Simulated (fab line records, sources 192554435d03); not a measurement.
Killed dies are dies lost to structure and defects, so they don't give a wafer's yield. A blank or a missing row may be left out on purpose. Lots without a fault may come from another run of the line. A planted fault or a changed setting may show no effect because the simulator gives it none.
Split-lot experiment | flow n5_finfet | 7 lots, 39 wafers read, on a route of 1938 steps

THE SPLIT
At N5_DUMMY_GATE_HM_DEP_06 (deposits SiNx from DCS/NH3, target thk 80 nm, time 5141 s), the setting time_s was moved away from the recipe's 5141 s on 36 of the 39 wafers read, by -51.2% to +59.2%. The other wafers ran this setting at the recipe's value.

The reading is taken at the split's own step.

THE READING
SiNx_of_DUMMY_GATE_HM_DEP_06.thk_nm (the simulator's own value, which no gauge read), in nm, at N5_DUMMY_GATE_HM_DEP_06 (deposits SiNx from DCS/NH3, target thk 80 nm, time 5141 s). The file gives no usual value for it. The 3 wafers here that ran the recipe average 80.1 nm, standard deviation 0.19 nm.

wafer  | tool, chamber at the split | time_s as run, s | against the recipe | SiNx_of_DUMMY_GATE_HM_DEP_06.thk_nm, nm | against lot-mates on the recipe
L075.1 | -, -                       | 8182             | +59.2%             | 127.6                                   | no lot-mate on the recipe
L075.2 | -, -                       | 8182             | +59.2%             | 127                                     | no lot-mate on the recipe
L075.3 | -, -                       | 8182             | +59.2%             | 127.4                                   | no lot-mate on the recipe
L075.5 | -, -                       | 8182             | +59.2%             | 127.4                                   | no lot-mate on the recipe
L075.6 | -, -                       | 8182             | +59.2%             | 127.4                                   | no lot-mate on the recipe
L075.4 | -, -                       | 8182             | +59.2%             | 127.2                                   | no lot-mate on the recipe
L077.1 | -, -                       | 2713             | -47.2%             | 42.6                                    | no lot-mate on the recipe
L077.2 | -, -                       | 2713             | -47.2%             | 41.2                                    | no lot-mate on the recipe
L077.3 | -, -                       | 2713             | -47.2%             | 42.4                                    | no lot-mate on the recipe
L077.4 | -, -                       | 2713             | -47.2%             | 41.8                                    | no lot-mate on the recipe
L077.5 | -, -                       | 2713             | -47.2%             | 41.4                                    | no lot-mate on the recipe
L077.6 | -, -                       | 2713             | -47.2%             | 41.4                                    | no lot-mate on the recipe
L080.1 | -, -                       | 3538             | -31.2%             | 56.2                                    | no lot-mate on the recipe
L080.5 | -, -                       | 3538             | -31.2%             | 56.2                                    | no lot-mate on the recipe
L080.2 | -, -                       | 3538             | -31.2%             | 56.6                                    | no lot-mate on the recipe
L080.3 | -, -                       | 3538             | -31.2%             | 55.4                                    | no lot-mate on the recipe
L080.4 | -, -                       | 3538             | -31.2%             | 55.4                                    | no lot-mate on the recipe
L080.6 | -, -                       | 3538             | -31.2%             | 56.4                                    | no lot-mate on the recipe
L081.1 | -, -                       | 8164             | +58.8%             | 128.2                                   | no lot-mate on the recipe
L081.5 | -, -                       | 8164             | +58.8%             | 128.2                                   | no lot-mate on the recipe
L081.2 | -, -                       | 8164             | +58.8%             | 127.8                                   | no lot-mate on the recipe
L081.4 | -, -                       | 8164             | +58.8%             | 127.8                                   | no lot-mate on the recipe
L081.3 | -, -                       | 8164             | +58.8%             | 128                                     | no lot-mate on the recipe
L081.6 | -, -                       | 8164             | +58.8%             | 128.4                                   | no lot-mate on the recipe
L086.1 | -, -                       | 2511             | -51.2%             | 39                                      | no lot-mate on the recipe
L086.2 | -, -                       | 2511             | -51.2%             | 38.6                                    | no lot-mate on the recipe
L086.5 | -, -                       | 2511             | -51.2%             | 38.6                                    | no lot-mate on the recipe
L086.3 | -, -                       | 2511             | -51.2%             | 39.2                                    | no lot-mate on the recipe
L086.4 | -, -                       | 2511             | -51.2%             | 39.2                                    | no lot-mate on the recipe
L086.6 | -, -                       | 2511             | -51.2%             | 38.2                                    | no lot-mate on the recipe
L089.2 | lpcvd-02, 0/95             | 5141             | recipe             | 80.4                                    | -
L089.4 | lpcvd-02, 0/104,0/109      | 5141             | recipe             | 80                                      | -
L089.5 | lpcvd-02, 0/104,0/109      | 5141             | recipe             | 80                                      | -
L091.1 | -, -                       | 7478             | +45.5%             | 116.6                                   | no lot-mate on the recipe
L091.3 | -, -                       | 7478             | +45.5%             | 116.6                                   | no lot-mate on the recipe
L091.2 | -, -                       | 7478             | +45.5%             | 117                                     | no lot-mate on the recipe
L091.6 | -, -                       | 7478             | +45.5%             | 117                                     | no lot-mate on the recipe
L091.4 | -, -                       | 7478             | +45.5%             | 116.2                                   | no lot-mate on the recipe
L091.5 | -, -                       | 7478             | +45.5%             | 116.4                                   | no lot-mate on the recipe
Where a row lists several chambers, the file gives one row for several wafers and doesn't say which wafer went through which chamber.

THE FIT
A straight line over all 39 wafers: SiNx_of_DUMMY_GATE_HM_DEP_06.thk_nm changes by +0.805 nm for each +1% of time_s; r = +1.00; the points scatter about the line by 0.63 nm.
Too few moved wafers have a lot-mate on the recipe to fit a line with each lot's own level taken away.

THE FILE'S OWN FIT
SiNx_of_DUMMY_GATE_HM_DEP_06.thk_nm changes by +0.805 nm for each +1% of time_s, r = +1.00.
